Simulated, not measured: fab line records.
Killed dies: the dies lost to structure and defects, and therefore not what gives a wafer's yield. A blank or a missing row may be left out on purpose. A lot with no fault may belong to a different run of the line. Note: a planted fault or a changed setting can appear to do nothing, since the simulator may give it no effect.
fab line records -- flow nandHarc -- part 2 of 2: steps 5 to 6 of 6
record lots=22, wafers=66, lastDay=27
route steps=1159 shown P_GATE@202 P_CONTACT@233 P_M0@266 P_M1@316 P_M2@336
lots with no fault: from the same line, run without faults
startH: start of the lot's first displayed wafer, in hours after the record's first day -- waitH: hours elapsed since this lot's preceding step -- " unchanged from the row above -- L1.1+2: a row that stands for several wafers -- - no value present, or no start provided -- * or withheld: withheld -- < > ~ a bound
route shown NAME@n: a module of which the file shows steps, and the number in the route of the first -- usual: average and standard deviation across the fault-free wafers -- same: alike in all rows -- chamber/n: place in a boat -- sites: readings site by site -- _std_site: how widely they spread, as a standard deviation -- _edge_site: inner sites' mean taken away from outer sites' mean -- radiusMm: for every site, how far away it sits from the centre of the wafer -- mask NAME#n: copy n -- behind: the tool/chamber that last shaped the wafer -- hold: why the lot went on hold/how many hours it stayed there/how the hold came to an end -- device: the transistor (n, p or np) that didn't switch -- end of line: the same wafers' tests at the end of the route -- a step given without rows: its recipe and nothing more -- killed: at the first sort, the dies lost to defects and structure; wafer yield is something else -- map: shows each die of a wafer: x if killed, . if not, _ if none is there
set.NAME: the setting the step ran with; set.NAME@STEP: the setting that earlier step ran with -- model.NAME: the simulator's own value behind a step, which no gauge read
steps of the route over a sample of lots; a table a step, a row a wafer
services: a tool's chamber out of use, with start hour (startH, from the record's first day; less than 0 if before it), hours out, and reason
## steps
# step NHARC_P_M1_PRE_CLEAN_32
# recipe timeS=12, tempC=370, rfPowerW=300, gas=NH3
# usual heaterPowerW=617/57
lot.wafer,tool,chamber,startH,waitH,heaterPowerW
L074.1,pecvd-01,1,112.93,0.1,604
L074.6,pecvd-01,2,112.93,0.1,686
L074.5,pecvd-01,1,112.93,0.1,607
L075.3,pecvd-03,2,134.67,0.1,706
L075.2,pecvd-03,1,134.67,0.1,581
L075.6,pecvd-03,2,134.67,0.1,736
L076.3,pecvd-04,0,135.96,0.1,615
L076.1,pecvd-04,1,135.96,0.1,559
L076.4,pecvd-04,1,135.96,0.1,575
L077.1,pecvd-04,0,138.70,0.1,567
L077.6,pecvd-04,1,138.70,0.1,555
L077.4,pecvd-04,0,138.70,0.1,551
L078.1,pecvd-01,2,144.31,0.1,604
L078.4,pecvd-01,1,144.31,0.1,660
L078.5,pecvd-01,0,144.31,0.1,685
L079.6,pecvd-04,0,151.84,0.1,603
L079.5,pecvd-04,1,151.84,0.1,554
L079.4,pecvd-04,2,151.84,0.1,622
L080.1,pecvd-03,0,165.57,0.1,570
L080.2,pecvd-03,1,165.57,0.1,614
L080.4,pecvd-03,0,165.57,0.1,568
L082.2,pecvd-04,1,166.70,0.1,563
L082.4,pecvd-04,1,166.70,0.1,576
L082.6,pecvd-04,0,166.70,0.1,564
L081.3,pecvd-04,0,167.85,0.1,574
L081.2,pecvd-04,2,167.85,0.1,630
L081.4,pecvd-04,0,167.85,0.1,566
L084.1,pecvd-04,2,175.73,0.1,539
L084.3,pecvd-04,0,175.73,0.1,631
L084.5,pecvd-04,0,175.73,0.1,615
L083.3,pecvd-04,0,176.41,0.1,567
L083.6,pecvd-04,2,176.41,0.1,611
L083.5,pecvd-04,0,176.41,0.1,556
L085.5,pecvd-03,0,201.84,0.1,580
L085.6,pecvd-03,1,201.84,0.1,616
L085.4,pecvd-03,2,201.84,0.1,706
L088.2,pecvd-01,2,203.06,0.1,701
L088.5,pecvd-01,1,203.06,0.1,592
L088.6,pecvd-01,2,203.06,0.1,702
L086.2,pecvd-01,0,203.39,0.1,627
L086.6,pecvd-01,2,203.39,0.1,692
L086.4,pecvd-01,0,203.39,0.1,604
L087.5,pecvd-03,0,216.53,0.1,559
L087.4,pecvd-03,1,216.53,0.1,597
L087.6,pecvd-03,2,216.53,0.1,673
L090.1,pecvd-03,0,223.98,0.1,508
L090.2,pecvd-03,1,223.98,0.1,554
L090.5,pecvd-03,0,223.98,0.1,508
L089.2,pecvd-01,1,227.23,0.1,657
L089.3,pecvd-01,0,227.23,0.1,647
L089.6,pecvd-01,1,227.23,0.1,652
L091.3,pecvd-01,2,229.17,1.0,691
L091.1,pecvd-01,0,229.17,1.0,658
L091.4,pecvd-01,1,229.17,1.0,667
L092.2,pecvd-04,2,230.35,0.6,611
L092.6,pecvd-04,1,230.35,0.6,594
L092.5,pecvd-04,2,230.35,0.6,619
L094.1,pecvd-04,0,239.97,0.1,612
L094.5,pecvd-04,2,239.97,0.1,589
L094.6,pecvd-04,0,239.97,0.1,601
L095.1,pecvd-04,0,249.62,0.1,664
L095.2,pecvd-04,1,249.62,0.1,556
L095.6,pecvd-04,1,249.62,0.1,557
L097.3,pecvd-01,1,268.74,0.1,599
L097.4,pecvd-01,2,268.74,0.1,714
L097.6,pecvd-01,1,268.74,0.1,612
# step NHARC_P_M2_ETCH_28
# recipe targetDepthA=300, overEtchFrac=0.3, timeS=72.99, ionEnergyEv=150, cf4FlowSccm=50, n2FlowSccm=100, arFlowSccm=150, rfW=300, biasW=100, chemistry=CF4/N2
# usual cf4FlowSccm=50.01/0.15, drypumpMotorCurrentA=5.6/0.3, oesProductAu=1.000/0.0077, rfVppV=313.6/1.3, showerheadPlenumPTorr=2.59/0.06, throttleValvePct=19.795/0.0093
lot.wafer,tool,chamber,startH,waitH,cf4FlowSccm,drypumpMotorCurrentA,oesProductAu,rfHoursCounterH,rfVppV,showerheadPlenumPTorr,throttleValvePct
L074.1,rieDiel-03,3,-,-,50.04,5.5,0.989,2,313.2,2.55,19.800
L074.6,rieDiel-03,3,-,-,50.10,5.6,1.003,-,311.8,2.55,19.789
L074.5,rieDiel-03,0,-,-,50.11,5.9,0.999,-,311.6,2.55,19.795
L075.2,rieDiel-03,0,-,-,49.99,5.9,0.996,3,312.6,2.55,19.806
L075.3,rieDiel-03,1,-,-,49.98,5.7,0.999,3,315.0,2.66,19.777
L075.6,rieDiel-03,3,-,-,50.17,5.6,0.997,-,311.4,2.55,19.796
L076.4,rieDiel-03,3,-,-,50.04,5.6,0.983,3,313.2,2.55,19.800
L076.1,rieDiel-03,0,-,-,49.94,6.0,0.990,3,314.6,2.55,19.812
L076.3,rieDiel-03,2,-,-,49.87,5.4,0.986,3,314.5,2.63,19.790
L077.4,rieDiel-03,1,-,-,49.82,5.7,1.008,4,314.6,2.66,19.801
L077.1,rieDiel-03,2,-,-,50.02,5.4,1.001,3,313.5,2.63,19.792
L077.6,rieDiel-03,3,-,-,50.36,5.6,1.003,-,311.9,2.55,19.782
L078.4,rieDiel-03,1,-,-,50.23,5.6,1.009,4,316.0,2.66,19.797
L078.1,rieDiel-03,2,-,-,50.26,5.4,0.999,4,314.8,2.63,19.801
L078.5,rieDiel-03,0,-,-,50.13,5.9,0.998,-,313.0,2.55,19.805
L079.4,rieDiel-03,3,-,-,50.16,5.5,0.987,4,314.6,2.55,19.796
L079.5,rieDiel-03,2,-,-,50.06,5.4,1.004,-,312.5,2.63,19.794
L079.6,rieDiel-03,3,-,-,50.02,5.5,0.996,-,314.1,2.55,19.797
L080.2,rieDiel-03,1,-,-,49.89,5.6,0.998,4,316.9,2.66,19.789
L080.1,rieDiel-03,3,-,-,49.91,5.6,1.003,4,312.3,2.55,19.814
L080.4,rieDiel-03,0,-,-,50.04,6.0,0.998,4,312.8,2.55,19.795
L082.4,rieDiel-03,1,-,-,50.20,5.6,0.998,4,315.2,2.66,19.788
L082.2,rieDiel-03,2,-,-,49.79,5.4,0.988,4,314.1,2.63,19.781
L082.6,rieDiel-03,1,-,-,50.00,5.7,0.991,-,314.6,2.66,19.797
L081.2,rieDiel-04,1,-,-,50.07,5.9,1.005,7,314.2,2.62,19.772
L081.4,rieDiel-04,2,-,-,49.78,5.6,1.005,9,313.7,2.60,19.786
L081.3,rieDiel-04,3,-,-,50.15,5.0,1.010,9,314.8,2.65,19.820
L084.3,rieDiel-03,0,-,-,50.10,5.9,0.994,5,313.4,2.55,19.795
L084.1,rieDiel-03,3,-,-,50.12,5.6,1.003,5,313.0,2.55,19.806
L084.5,rieDiel-03,1,-,-,50.09,5.6,0.996,-,315.2,2.66,19.798
L083.3,rieDiel-03,0,-,-,50.05,6.0,1.011,5,312.5,2.55,19.805
L083.5,rieDiel-03,1,-,-,50.39,5.7,1.006,-,315.2,2.66,19.794
L083.6,rieDiel-03,2,-,-,50.17,5.4,1.003,-,315.0,2.63,19.795
L085.4,rieDiel-04,0,-,-,50.04,5.6,1.006,17,310.4,2.48,19.805
L085.6,rieDiel-04,2,-,-,50.02,5.7,1.003,-,313.6,2.60,19.811
L085.5,rieDiel-04,3,-,-,50.13,4.9,1.003,-,314.9,2.65,19.784
L088.2,rieDiel-13,2,-,-,50.30,5.7,1.003,34,313.0,2.49,19.783
L088.6,rieDiel-13,3,-,-,50.04,6.5,1.001,-,311.3,2.44,19.787
L088.5,rieDiel-13,0,-,-,49.98,5.4,0.987,-,315.6,2.69,19.800
L086.4,rieDiel-13,3,-,-,49.82,6.5,0.991,33,312.0,2.44,19.788
L086.2,rieDiel-13,1,-,-,50.14,5.3,1.004,34,314.1,2.58,19.810
L086.6,rieDiel-13,3,-,-,49.86,6.5,0.995,-,310.7,2.44,19.791
L087.4,rieDiel-04,0,-,-,49.96,5.6,1.000,19,312.2,2.48,19.798
L087.6,rieDiel-04,1,-,-,49.73,5.9,1.004,-,313.1,2.62,19.776
L087.5,rieDiel-04,2,-,-,50.05,5.7,1.019,-,314.1,2.60,19.793
L090.1,rieDiel-03,1,-,-,50.06,5.6,1.003,0,314.1,2.66,19.800
L090.2,rieDiel-03,2,-,-,49.87,5.4,0.998,0,314.9,2.63,19.801
L090.5,rieDiel-03,0,-,-,50.02,5.9,0.993,-,312.1,2.55,19.794
L089.2,rieDiel-04,3,-,-,50.01,5.0,1.001,20,314.7,2.64,19.814
L089.3,rieDiel-04,2,-,-,50.07,5.7,1.014,19,314.0,2.60,19.796
L089.6,rieDiel-04,0,-,-,50.18,5.6,1.002,-,311.7,2.48,19.795
L091.4,rieDiel-04,2,-,-,49.80,5.6,1.008,19,315.0,2.60,19.805
L091.1,rieDiel-04,3,-,-,49.86,5.0,0.996,20,313.6,2.64,19.786
L091.3,rieDiel-04,1,-,-,49.99,5.9,1.010,18,314.2,2.62,19.801
L092.2,rieDiel-04,1,-,-,49.93,5.9,1.010,18,313.9,2.62,19.796
L092.5,rieDiel-04,1,-,-,49.92,5.9,1.011,-,314.9,2.62,19.793
L092.6,rieDiel-04,2,-,-,50.02,5.6,1.007,-,315.5,2.60,19.795
L094.1,rieDiel-04,2,-,-,49.87,5.7,0.995,20,313.6,2.60,19.790
L094.6,rieDiel-04,2,-,-,49.93,5.6,1.009,-,314.0,2.60,19.785
L094.5,rieDiel-04,0,-,-,50.24,5.6,1.011,-,313.4,2.47,19.791
L095.1,rieDiel-04,2,-,-,50.05,5.7,1.000,20,313.3,2.60,19.793
L095.2,rieDiel-04,3,-,-,50.05,5.0,0.998,22,315.4,2.64,19.784
L095.6,rieDiel-04,1,-,-,49.77,5.9,1.005,-,313.2,2.61,19.795
L097.3,rieDiel-03,1,-,-,49.95,5.7,0.989,2,315.8,2.66,19.786
L097.4,rieDiel-03,2,-,-,49.80,5.4,0.994,2,314.4,2.62,19.811
L097.6,rieDiel-03,0,-,-,50.00,5.9,0.986,-,311.9,2.54,19.810
## services
tool,chamber,startH,hours,kind
rieDiel-10,1,89.64,6.7,repair
rieDiel-10,0,92.79,2.4,repair
rieDiel-13,-,99.20,9.0,pm
rieDiel-10,0,110.67,8.8,repair
rieDiel-04,-,111.98,9.0,pm
rieDiel-11,0,136.05,3.2,repair
rieDiel-05,1,136.55,16.8,repair
rieDiel-04,1,137.93,4.7,repair
rieDiel-02,-,150.70,9.0,pm
rieDiel-10,1,159.47,15.9,repair
rieDiel-05,-,163.60,9.0,pm
rieDiel-10,-,167.33,1.5,repair
rieDiel-10,-,176.50,9.0,pm
rieDiel-03,2,179.62,5.3,repair
rieDiel-04,-,191.45,2.7,repair
pecvd-04,-,195.00,13.0,pm
rieDiel-05,2,196.12,5.2,repair
rieDiel-02,3,196.72,6.7,repair
rieDiel-02,1,210.53,15.4,repair
rieDiel-03,-,215.30,9.0,pm
rieDiel-13,2,225.68,4.4,repair
rieDiel-05,-,232.53,0.5,repair
rieDiel-04,2,233.99,2.6,repair
rieDiel-05,1,238.32,8.1,repair
